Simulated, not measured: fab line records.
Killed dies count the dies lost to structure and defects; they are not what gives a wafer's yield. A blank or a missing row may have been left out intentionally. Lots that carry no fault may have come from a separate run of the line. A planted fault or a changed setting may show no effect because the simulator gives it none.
Code-filled problem report in 8D (eight disciplines) form || flow nandHarc || the parts of the form that need people (team, actions taken, sign-off) are left out

1. THE ISSUE
At NHARC_A_BONDPAD_THK_MEAS_20, thkNm averages 30.1 nm over 6 wafers from 2 lots, while fault-free wafers read 170.2 nm, standard deviation 1.5. Measured from the usual mean, that is -93 standard deviations.
The step: measures by xrf.
The first sign was on wafer L849.2 at day 20 23:17, on filmMetro-02. Wafers with a number at this step in the record: 36, from 12 lots. By rule, "out" or "out of limits" means more than 4 standard deviations away from the usual mean. Any other wafer with a number is counted as sound.

2. WHAT IT IS, AND WHAT IT ISN'T
{"question": "which readings at this step", "is": "thkNm", "is not": "-"}
{"question": "which lots", "is": "L849, L852", "is not": "L838, L843, L846, L851, L854, L856, L857, L858, L859, L860"}
{"question": "which wafers of those lots", "is": "all that have a number", "is not": "-"}
{"question": "read on which gauges", "is": "filmMetro-01, filmMetro-02", "is not": "-"}
{"question": "when", "is": "from day 20 23:17", "is not": "up to then (9 sound wafers); but 21 sound wafers of L851, L854, L856, L857, L858, L859, L860 came after"}

3. THE SUSPECTS, EACH WITH WHAT RULES IT OUT
Counting: a tool stays on the suspect list if, at a process step up to the reading, it processed all lots that are out and no sound lot following the first of them.
- the gauge at NHARC_A_BONDPAD_THK_MEAS_20: ruled out. The wafers that are out were read on 2 gauges (filmMetro-01, filmMetro-02).
- pecvd-04 at NHARC_A_M1_DEP_33 (deposits SiCN, target thk 30 nm): ruled out as a lasting fault. Following L849 (day 20 18:56), the first lot on it that is out, the sound lots L851, L858 were run on it.
- ecdCu-02 at NHARC_A_BONDPAD_ECD_18 (material Cu, target thk 400 nm): ruled out as a lasting fault. Following L849 (day 20 22:14), the first lot on it that is out, the sound lots L857, L860 were run on it.
Left after counting: nothing in the record.

4. THE CAUSE (what the simulator had put in)
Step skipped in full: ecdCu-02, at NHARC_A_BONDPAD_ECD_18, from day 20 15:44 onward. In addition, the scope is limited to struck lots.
It was ruled out by counting, in error; the rule expects a fault to strike all lots run on its tool from its start on, and this fault did not.

5. THE EFFECT CHAIN, in route order
One row per reading whose mean, taken over the struck wafers that have a number, lies over 3 standard deviations from the usual. Only readings whose record carries a usual standard deviation are examined. hours: median over the lots of the time between each lot's start at the first step of this table that gives one and its start at this step. sigmas: the change, counted in usual standard deviations.
{"hours": 0, "step": "NHARC_A_BONDPAD_THK_MEAS_20", "reading": "thkNm", "usual": "170.2 nm", "on struck wafers": 30.1, "change": -140.1, "sigmas": -93}
{"hours": 28, "step": "NHARC_END_SORT_01", "reading": "defectLimitedYield", "usual": "95.3 %", "on struck wafers": 0.0, "change": -95.3, "sigmas": -73}
{"hours": 28, "step": "NHARC_END_SORT_01", "reading": "killedAtArray", "usual": 28, "on struck wafers": 675, "change": "+647", "sigmas": "+75"}
{"hours": 28, "step": "NHARC_END_SORT_01", "reading": "killedDies", "usual": 32, "on struck wafers": 677, "change": "+645", "sigmas": "+74"}
{"hours": 28, "step": "NHARC_END_SORT_01", "reading": "sort_bin_2_pct", "usual": "1.5 %", "on struck wafers": 96.5, "change": "+95.0", "sigmas": "+99 or more"}
{"hours": 28, "step": "NHARC_END_SORT_01", "reading": "sortNPass", "usual": 645, "on struck wafers": 0, "change": -645, "sigmas": -74}
{"hours": 28, "step": "NHARC_END_SORT_01", "reading": "sortRimYieldPct", "usual": "97.8 %", "on struck wafers": 0.0, "change": -97.8, "sigmas": -70}
{"hours": 28, "step": "NHARC_END_SORT_01", "reading": "sortYieldPct", "usual": "95.3 %", "on struck wafers": 0.0, "change": -95.3, "sigmas": -73}
Readings that are blank on the struck wafers while sound wafers have them: bathHeatDutyPct at NHARC_A_BONDPAD_ECD_18; bathTempC at NHARC_A_BONDPAD_ECD_18.

6. HOW IT WOULD HAVE BEEN CAUGHT EARLIER
The first out-of-limits reading at a measuring or inspecting step in this record came at day 20 23:17, 8 hours after the fault's start at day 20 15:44.
At NHARC_A_BONDPAD_ECD_18 the tool's readings are blank on the struck wafers, where sound wafers have them: an empty tool record is the first sign, and it was there at once.
